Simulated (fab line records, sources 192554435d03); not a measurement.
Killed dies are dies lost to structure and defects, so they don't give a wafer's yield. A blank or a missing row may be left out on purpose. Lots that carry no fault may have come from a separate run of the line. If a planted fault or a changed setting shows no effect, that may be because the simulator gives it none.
fab line records	flow n5-finfet
record: lots: 12	wafers: 34	last-day: 19
route steps=1938 shown HKMG_FIN@445 GATE_CUT@473 PASSIVATION@1936
lots that met no fault: taken from a fault-free run of the same line
start-h: start of the lot's first displayed wafer, in hours after the record's first day	wait-h: hours since the lot's step before	" the same as in the row above	L1.1+2: a single row standing in for several wafers	- no value, or no start was given	* or withheld: withheld	< > ~ a bound
route shown NAME@n: NAME is a module with steps in the file, n the number in the route of the first one	usual: the fault-free wafers' mean and standard deviation	same: alike in all rows	chamber/n: place in a boat	sites: readings site by site	_std_site: how widely they spread, as a standard deviation	_edge_site: outer sites' mean less inner sites'	radius-mm: for every site, how far away it sits from the centre of the wafer	mask NAME#n: copy n	behind: tool/chamber where the wafer was last shaped	hold: why the lot was held/for how many hours/how that ended	device: which transistor (n, p or np) failed to switch	end of line: tests of these same wafers at the route's end	step lacking rows: just its recipe	killed: dies lost to structure and defects at the first sort, not the wafer's yield	map: per-die view of a wafer (x killed, . not killed, _ where there is no die)
set.NAME: the setting as run; set.NAME@STEP: as run at that earlier step	model.NAME: the simulator's own value behind a step, which no gauge read
one table for each step of the route and one row for each wafer, over a sample of lots
services: from which hour (start-h, from the record's first day; less than 0 if before it) a tool's chamber was out of use, for how many hours, and why
== steps ==
step: N5_HKMG_FIN_STRIP_89
recipe: chemistry: N2/H2	material: SOC	time-s: 20	power-w: 500	temp-c: 40	pressure-mtorr: 50	rf-frequency-hz: 6e+07	bias-power-w: 8	h2-frac: 0.5	n2-flow-sccm: 300	h2-flow-sccm: 300
usual: drypump-motor-current-A: 5.8/0.41	h2-flow-sccm: 300.1/0.92	oes-product-au: 0.75/0.085	rf-vpp-V: 54.2/0.8	showerhead-plenum-p-Torr: 3.35/0.13	throttle-valve-pct: 18.95/0.18
lot.wafer	tool	chamber	start-h	wait-h	drypump-motor-current-A	h2-flow-sccm	oes-product-au	rf-hours-counter-h	rf-vpp-V	showerhead-plenum-p-Torr	throttle-valve-pct
L632.1	rie-diel-01	3	79.80	0.1	5.7	300.1	0.70	227	52.6	3.19	19.62
L632.3	"	3	"	"	5.7	299.2	0.70	-	53.9	3.19	19.61
L633.1	rie-diel-05	0	85.30	0.0	6.1	299.5	0.72	212	54.7	3.19	19.04
L633.2	"	3	"	"	6.1	301.1	0.75	177	54.3	3.20	18.82
L633.5	"	2	"	"	6.1	299.3	0.76	-	53.7	3.49	18.93
L635.1	rie-diel-05	1	96.38	0.0	5.5	301.4	0.68	207	54.3	3.30	18.93
L635.2	"	2	"	"	6.1	300.7	0.76	150	54.0	3.49	18.94
L635.5	"	2	"	"	6.1	300.6	0.75	-	55.1	3.49	18.94
L637.2	rie-diel-05	1	106.45	0.0	5.5	300.8	0.67	211	54.4	3.30	18.97
L637.3	"	0	"	"	6.1	301.5	0.73	220	54.8	3.18	19.04
L637.6	"	2	"	"	6.2	298.9	0.74	-	53.6	3.49	18.96
L638.1	rie-diel-01	1	114.97	0.0	6.1	298.6	0.95	13	54.3	3.43	18.83
L638.2	"	0	"	"	5.2	299.7	0.81	75	54.9	3.53	18.68
L638.6	"	0	"	"	5.2	299.6	0.81	-	54.3	3.53	18.69
L640.1	rie-diel-05	3	127.00	0.0	6.1	300.4	0.74	192	53.1	3.19	18.83
L640.2	"	2	"	"	6.2	300.4	0.74	161	54.1	3.49	18.96
L640.5	"	3	"	"	6.1	300.1	0.74	-	55.2	3.19	18.82
L641.1	rie-diel-03	1	131.06	0.0	6.1	301.0	0.69	260	54.9	3.32	19.00
L641.4	"	0	"	"	6.2	298.5	0.70	-	53.8	3.48	19.14
L641.6	"	1	"	"	6.1	299.7	0.68	-	54.8	3.32	19.01
L649.2	rie-diel-01	1	179.18	0.0	6.1	298.9	0.89	39	54.5	3.42	18.85
L649.4	"	2	"	"	5.5	301.8	0.88	43	53.4	3.42	18.80
L650.1	rie-diel-05	1	187.36	0.0	5.5	299.6	0.66	232	54.2	3.29	18.97
L650.2	"	2	"	"	6.1	300.9	0.72	175	53.7	3.48	18.97
L650.6	"	0	"	"	6.1	299.6	0.70	-	54.7	3.17	19.05
L651.3	rie-diel-03	2	198.07	0.1	5.2	299.9	0.67	-	55.5	3.28	19.05
L651.5	"	3	"	"	5.1	298.7	0.70	-	53.1	3.19	18.92
L651.6	"	2	"	"	5.2	301.3	0.67	-	53.8	3.29	19.03
L653.2	rie-diel-05	0	210.55	0.0	6.1	301.2	0.71	247	54.3	3.17	19.06
L653.3	"	2	"	"	6.1	300.1	0.72	183	55.0	3.47	18.99
L653.6	"	1	"	"	5.6	300.5	0.66	-	52.3	3.29	18.99
L654.2	rie-diel-03	3	211.37	0.0	5.2	299.9	0.70	199	53.1	3.19	18.95
L654.5	"	3	"	"	5.2	300.3	0.70	-	54.3	3.19	18.93
L654.6	"	1	"	"	6.1	300.8	0.99	-	54.8	3.31	18.56
step: N5_HKMG_FIN_ALD_21
recipe: material: TiN	target-thk-a: 15	temp-c: 400	ald-precursor-family: TiCl4	ald-co-reactant: NH3	pulse-time-s: 1	purge-time-s: 3	co-reactant-purge-time-s: 2	co-reactant-pulse-time-s: 2	ald-cycles: 68	pressure-torr: 3
usual: heater-power-w: 851/94	precursor-pulse-height-rel: 1.003/0.024
same: co-reactant-purge-time-s: 2
lot.wafer	tool	chamber	start-h	wait-h	heater-power-w	precursor-pulse-height-rel
L632.1	ald-metal-03	1	81.59	0.3	977	0.971
L632.3	"	3	"	"	963	1.011
L633.1	ald-metal-02	3	87.21	0.3	813	1.033
L633.2	"	1	"	"	782	1.003
L633.5	"	0	"	"	723	1.021
L635.1	ald-metal-03	1	98.18	0.3	960	1.017
L635.2	"	2	"	"	854	1.054
L635.5	"	0	"	"	793	1.009
L637.2	ald-metal-02	1	108.20	0.3	781	1.020
L637.3	"	0	"	"	744	1.010
L637.6	"	3	"	"	794	0.966
L638.1	ald-metal-02	3	116.75	0.3	815	1.018
L638.2	"	1	"	"	798	1.014
L638.6	"	0	"	"	772	1.027
L640.1	ald-metal-03	3	128.82	0.3	1017	1.018
L640.2	"	1	"	"	982	1.009
L640.5	"	1	"	"	983	1.020
L641.1	ald-metal-04	1	132.82	0.3	969	1.002
L641.4	"	3	"	"	960	1.018
L641.6	"	2	"	"	960	1.003
L649.2	ald-metal-04	1	181.03	0.3	956	0.968
L649.4	"	3	"	"	974	0.995
L650.1	ald-metal-03	0	189.12	0.3	794	1.061
L650.2	"	2	"	"	874	0.990
L650.6	"	1	"	"	981	1.018
L651.3	ald-metal-03	2	199.82	0.1	862	0.993
L651.5	"	1	"	"	989	0.963
L651.6	"	0	"	"	808	0.974
L653.2	ald-metal-02	0	212.33	0.3	757	1.006
L653.3	"	3	"	"	783	0.977
L653.6	"	0	"	"	746	1.019
L654.2	ald-metal-03	2	213.15	0.3	863	1.017
L654.5	"	0	"	"	791	1.015
L654.6	"	1	"	"	988	1.025
step: N5_HKMG_FIN_CMP_94
recipe: stop-on: SiNx	post-cmp-clean: w-dilute-nh4oh	t-overpolish-s: 4.7	down-force-psi: 4	platen-rpm: 50.289	pad-velocity-m-s: 1.0006	target-thk-nm: 43.299
usual: edge-zone-pressure-frac: 1.000/0.0048	head-pressure-psi: 3.999/0.0094	motor-current-A: 11.6/1.6	platen-rpm: 50.29/0.039
same: t-overpolish-s: 4.7
lot.wafer	tool	chamber	start-h	wait-h	edge-zone-pressure-frac	head-pressure-psi	motor-current-A	platen-rpm
L632.1	cmp-02	2	82.60	0.4	1.005	3.993	11.9	50.27
L632.3	"	1	"	"	0.993	3.983	11.1	50.27
L633.2	cmp-03	2	88.23	0.4	0.999	3.990	11.6	50.31
L633.1	"	3	"	"	1.001	3.993	13.9	50.25
L633.5	"	3	"	"	1.000	3.978	13.9	50.31
L635.1	cmp-04	2	99.20	0.4	1.001	3.986	13.0	50.27
L635.2	"	0	"	"	0.995	3.998	9.0	50.28
L635.5	"	3	"	"	0.992	4.009	9.2	50.31
L637.3	cmp-02	0	109.24	0.3	0.996	4.004	12.5	50.36
L637.2	"	2	"	"	0.999	3.997	12.5	50.21
L637.6	"	3	"	"	1.004	3.999	12.8	50.43
L638.1	cmp-04	0	117.83	0.3	1.003	3.990	9.8	50.29
L638.2	"	1	"	"	0.991	4.003	12.4	50.28
L638.6	"	3	"	"	0.991	4.006	9.6	50.25
L640.2	cmp-02	1	129.84	0.4	1.005	4.006	11.1	50.26
L640.1	"	3	"	"	1.002	4.003	13.5	50.24
L640.5	"	2	"	"	0.999	3.996	12.2	50.28
L641.4	cmp-02	0	133.84	0.4	1.000	4.006	12.9	50.29
L641.1	"	1	"	"	1.005	3.997	11.4	48.29
L641.6	"	0	"	"	0.998	4.008	13.5	50.33
L649.2	cmp-03	0	182.10	0.3	1.001	3.988	10.4	50.26
L649.4	"	1	"	"	1.003	3.987	9.6	50.33
L650.2	cmp-04	0	190.16	0.3	0.996	4.004	9.6	50.26
L650.1	"	2	"	"	1.007	3.999	12.8	50.27
L650.6	"	3	"	"	1.001	4.008	9.7	50.32
L651.3	cmp-04	2	200.83	0.4	0.995	3.990	12.4	50.29
L651.6	"	2	"	"	1.001	3.997	12.1	50.33
L651.5	"	3	"	"	0.999	4.010	9.9	50.30
L653.2	cmp-03	2	213.34	0.4	0.997	3.995	10.8	50.25
L653.3	"	1	"	"	1.006	3.990	9.1	50.26
L653.6	"	3	"	"	1.009	4.010	14.1	50.32
L654.2	cmp-04	2	214.16	0.4	0.989	3.991	12.4	50.31
L654.5	"	2	"	"	0.996	3.999	12.1	50.27
L654.6	"	3	"	"	0.994	4.002	9.6	50.28
step: N5_GATE_CUT_SAC_CAP_01
recipe: material: SiNx	target-thk-a: 240	temp-c: 400	ald-precursor-family: SiH2I2	ald-co-reactant: N2/H2-plasma	pulse-time-s: 1	ald-cycles: 480	purge-time-s: 2	co-reactant-purge-time-s: 2	pressure-torr: 2
usual: heater-power-w: 868/45	precursor-pulse-height-rel: 0.999/0.02
same: co-reactant-purge-time-s: 2
lot.wafer	tool	chamber	start-h	wait-h	heater-power-w	precursor-pulse-height-rel
L632.1	ald-sin-02	3	83.48	0.0	852	1.010
L632.3	"	2	"	"	876	1.026
L633.1	ald-sin-02	1	89.10	0.0	893	1.002
L633.2	"	3	"	"	868	0.980
L633.5	"	0	90.19	1.1	811	0.981
L635.1	ald-sin-01	2	100.15	0.0	846	1.010
L635.2	"	3	"	"	904	1.025
L635.5	"	2	101.23	1.1	856	0.990
L637.2	ald-sin-02	0	110.09	0.0	824	1.034
L637.3	"	3	"	"	849	0.971
L637.6	"	3	111.17	1.1	866	0.992
L638.1	ald-sin-02	0	119.01	0.3	839	0.990
L638.2	"	3	"	"	848	1.017
L638.6	"	0	120.10	1.4	823	0.965
L640.1	ald-sin-02	2	130.79	0.0	883	0.993
L640.2	"	1	"	"	890	0.976
L640.5	"	2	131.88	1.1	905	0.989
L641.1	ald-sin-02	3	134.71	0.0	879	1.005
L641.4	"	2	"	"	872	0.967
L641.6	"	0	135.80	1.1	829	0.998
L649.2	ald-sin-01	1	182.92	0.0	834	1.000
L649.4	"	3	"	"	882	1.031
L650.1	ald-sin-02	3	191.03	0.0	891	1.011
L650.2	"	1	"	"	909	0.964
L650.6	"	2	192.12	1.1	880	1.007
L651.3	ald-sin-04	1	201.71	0.0	960	0.995
L651.5	"	1	202.79	1.1	964	1.005
L651.6	"	2	"	"	918	0.963
L653.2	ald-sin-02	1	214.22	0.0	899	1.028
L653.3	"	2	"	"	884	0.985
L653.6	"	3	215.31	1.1	883	1.015
L654.2	ald-sin-01	0	215.08	0.0	870	0.996
L654.5	"	3	216.17	1.1	881	1.020
L654.6	"	0	"	"	904	1.024
step: N5_PASSIVATION_PROBE_49
usual: killed_at_M0_to_M3: 33/9.9	killed_at_M4_up: 14/6.4	killed-at-contacts: 12/7	killed-at-front-end: 41/13	killed-at-other: 3.1/2.9	killed-dies: 103/20	killed-on-rim: 13/4	killed-open: 67/14	killed-short: 34/9.4
same: gross-dies: 1180	killed-at-back-side: 0
lot.wafer	tool	chamber	start-h	wait-h	killed_at_M0_to_M3	killed_at_M4_up	killed-at-contacts	killed-at-front-end	killed-at-other	killed-dies	killed-on-rim	killed-open	killed-short
L637.2	prober-02	-	290.56	0.6	33	11	10	35	5	94	14	66	28
L637.3	prober-02	-	290.61	0.6	41	9	10	43	8	111	10	74	35
L637.6	prober-02	-	290.76	0.8	27	9	35	29	3	103	16	73	30
L638.1	prober-01	-	305.67	0.0	28	33	10	71	3	145	22	85	60
L638.2	prober-01	-	305.72	0.1	39	30	13	50	2	134	20	76	49
L638.6	prober-01	-	305.92	0.3	30	26	7	66	1	130	20	81	41
L641.1	prober-01	-	319.02	0.0	30	15	9	51	1	106	16	75	29
L649.2	prober-02	-	378.25	0.1	34	14	16	34	2	100	13	70	28
L649.4	prober-02	-	378.35	0.2	34	16	7	44	10	111	14	69	38
L651.3	prober-02	-	421.18	0.1	27	14	3	23	5	72	12	48	22
L651.5	prober-02	-	421.28	0.2	33	12	4	34	2	85	5	59	25
L651.6	prober-02	-	421.33	0.3	40	20	6	40	1	107	12	60	47
L653.2	prober-01	-	467.45	0.1	25	24	6	73	1	129	13	89	40
L653.3	prober-01	-	467.50	0.1	36	29	7	42	0	114	18	92	21
L653.6	prober-01	-	467.65	0.3	43	19	5	53	0	120	13	92	28
killed by level:class
L637.2 BEOL_M3:geometric-particle:open=10 BEOL_M2:geometric-particle:open=9 STI_FIN_REVEAL:geometric-particle:open=8 MOL_CONTACT_COAG:geometric-particle:open=8 BEOL_M1:geometric-particle:open=7 FIN_SAQP:geometric-particle:short=6 BEOL_M4:geometric-particle:open=6 FIN_SAQP:geometric-particle:open=5
L637.3 BEOL_M3:geometric-particle:open=13 FIN_SAQP:geometric-particle:open=9 STI_FIN_REVEAL:geometric-particle:open=9 MOL_CONTACT_COAG:geometric-particle:open=8 FIN_SAQP:geometric-particle:short=7 BEOL_M1:geometric-particle:open=6 BEOL_M2:geometric-particle:open=6 PASS1_CAP:geometric-particle:short=4
L637.6 MOL_CONTACT_COAG:geometric-particle:open=31 BEOL_M0_SAQP:geometric-particle:open=9 FIN_SAQP:geometric-particle:short=7 STI_FIN_REVEAL:geometric-particle:open=6 BEOL_M0_SAQP:geometric-particle:short=5 BEOL_M3:geometric-particle:open=5 BEOL_M2:geometric-particle:open=4 MOL_CONTACT_COAG:geometric-particle:short=4
L638.1 FIN_SAQP:geometric-particle:short=26 BEOL_M4:geometric-particle:open=22 FIN_SAQP:geometric-particle:open=15 MOL_CONTACT_COAG:geometric-particle:open=8 BEOL_M0_SAQP:geometric-particle:open=6 STI_FIN_REVEAL:geometric-particle:open=6 GATE_CUT:geometric-particle:short=6 BEOL_M2:geometric-particle:short=5
L638.2 BEOL_M4:geometric-particle:open=16 BEOL_M0_SAQP:geometric-particle:open=12 MOL_CONTACT_COAG:geometric-particle:open=12 GATE_CUT:geometric-particle:short=11 FIN_SAQP:geometric-particle:short=10 HKMG_FIN:area-etch=9 BEOL_M2:geometric-particle:open=8 BEOL_M0_SAQP:geometric-particle:short=7
L638.6 BEOL_M4:geometric-particle:open=14 FIN_SAQP:geometric-particle:open=12 FIN_SAQP:geometric-particle:short=11 BEOL_M0_SAQP:geometric-particle:open=11 STI_FIN_REVEAL:geometric-particle:open=8 HKMG_FIN:area-etch=8 MOL_CONTACT_COAG:geometric-particle:open=6 DUMMY_GATE:geometric-particle:open=5
L641.1 FIN_SAQP:geometric-particle:short=16 FIN_SAQP:geometric-particle:open=15 BEOL_M1:geometric-particle:open=11 MOL_CONTACT_COAG:geometric-particle:open=7 DUMMY_GATE:geometric-particle:open=4 STARTING-WAFER:geometric-particle:open=4 BEOL_M0_SAQP:geometric-particle:open=4 BEOL_M0:geometric-particle:open=4
L649.2 MOL_CONTACT_COAG:geometric-particle:open=14 BEOL_M3:geometric-particle:open=9 STI_FIN_REVEAL:geometric-particle:open=9 BEOL_M0_SAQP:geometric-particle:short=7 BEOL_M0_SAQP:geometric-particle:open=6 BEOL_M4:geometric-particle:open=6 FIN_SAQP:geometric-particle:open=5 FIN_SAQP:geometric-particle:short=4
L649.4 FIN_SAQP:geometric-particle:short=15 BEOL_M0_SAQP:geometric-particle:open=10 FIN_SAQP:geometric-particle:open=7 STI_FIN_REVEAL:geometric-particle:open=7 MOL_CONTACT_COAG:geometric-particle:open=7 BEOL_M0_SAQP:geometric-particle:short=7 BEOL_M4:geometric-particle:open=7 BEOL_M3:geometric-particle:open=6
L651.3 BEOL_M3:geometric-particle:open=9 BEOL_M4:geometric-particle:open=7 FIN_SAQP:geometric-particle:short=6 BEOL_M2:geometric-particle:open=5 DUMMY_GATE:geometric-particle:open=4 BEOL_M0:geometric-particle:open=4 BEOL_M1:geometric-particle:open=4 MOL_CONTACT_COAG:geometric-particle:open=3
L651.5 BEOL_M3:geometric-particle:open=11 FIN_SAQP:geometric-particle:open=10 BEOL_M2:geometric-particle:open=7 FIN_SAQP:geometric-particle:short=6 DUMMY_GATE:geometric-particle:open=5 BEOL_M5:geometric-particle:open=5 MOL_CONTACT_COAG:geometric-particle:open=4 BEOL_M1:geometric-particle:open=4
L651.6 GATE_CUT:geometric-particle:short=13 BEOL_M0_SAQP:geometric-particle:short=8 BEOL_M2:geometric-particle:open=8 BEOL_M4:geometric-particle:open=7 BEOL_M3:geometric-particle:open=7 BEOL_M1:geometric-particle:open=6 BEOL_M3:geometric-particle:short=6 FIN_SAQP:geometric-particle:open=5
L653.2 STI_FIN_REVEAL:geometric-particle:open=42 BEOL_M4:geometric-particle:open=12 STI_FIN_REVEAL:geometric-particle:short=7 GATE_CUT:geometric-particle:short=7 MOL_CONTACT_COAG:geometric-particle:open=6 BEOL_M1:geometric-particle:open=6 BEOL_M4:geometric-particle:short=6 BEOL_M5:geometric-particle:open=6
L653.3 STI_FIN_REVEAL:geometric-particle:open=24 BEOL_M3:geometric-particle:open=10 BEOL_M4:geometric-particle:open=10 BEOL_M5:geometric-particle:open=9 BEOL_M1:geometric-particle:open=7 MOL_CONTACT_COAG:geometric-particle:open=5 BEOL_M3:geometric-particle:short=5 BEOL_M6:geometric-particle:open=5
L653.6 STI_FIN_REVEAL:geometric-particle:open=31 BEOL_M0_SAQP:geometric-particle:open=14 BEOL_M4:geometric-particle:open=11 BEOL_M3:geometric-particle:open=10 BEOL_M0_SAQP:geometric-particle:short=8 STI_FIN_REVEAL:geometric-particle:short=4 BEOL_M3:geometric-particle:short=4 BEOL_M5:geometric-particle:open=4
== services ==
tool	chamber	start-h	hours	kind
rie-diel-01	1	59.08	2.7	repair
ald-sin-04	3	60.60	13.3	repair
rie-diel-03	3	60.64	132.0	repair
ald-metal-03	-	62.36	0.3	repair
cmp-02	-	73.72	6.8	pm
ald-sin-01	1	74.19	12.5	repair
rie-diel-01	2	79.65	27.8	repair
cmp-04	-	79.88	2.4	repair
cmp-03	-	82.32	1.6	repair
ald-sin-04	-	87.53	14.0	pm
ald-metal-04	3	97.93	23.7	repair
ald-metal-02	-	99.82	2.8	pm
ald-sin-02	1	102.28	21.5	repair
ald-sin-02	0	138.03	2.0	repair
cmp-02	-	154.34	1.1	repair
cmp-02	-	163.53	4.0	pm
cmp-03	-	167.46	0.8	repair
cmp-02	-	167.53	-	consumable-replace:conditioner
rie-diel-05	0	175.21	1.2	repair
ald-metal-02	0	175.38	3.0	repair
cmp-04	-	178.02	4.0	pm
cmp-04	-	182.02	-	consumable-replace:conditioner
cmp-04	-	182.02	-	consumable-replace:pad
ald-sin-04	2	212.32	4.2	repair
== key ==
first-sign: step: N5_HKMG_FIN_CMP_94	reading: platen-rpm	direction: down	sigmas: 52	usual: 50.29	struck: 48.29
effect none on later readings
met-at N5_HKMG_FIN_CMP_94
struck-lots L641
struck-wafers L641.1
tester-left-out L641
not-acting-at N5_HKMG_FIN_STRIP_89,N5_HKMG_FIN_ALD_21,N5_GATE_CUT_SAC_CAP_01
onset-between 129.84 133.84
fault: kind: process-parameter-drift	tool: cmp-02	chamber: 1	onset-h: 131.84	steps: N5_HKMG_FIN_CMP_94	channel: platen-rpm	offset: -2.0116	shape: step	end-h: 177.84	acts-in: these-recipes-only	stated: 50.289
tester-left-out: of these lots the tester's yield and bins aren't shown, on N5 and GAA mostly nor the transistor test; their killed dies are dies lost to structure and defects alone, not to doping, threshold or leakage, so they don't give the yield
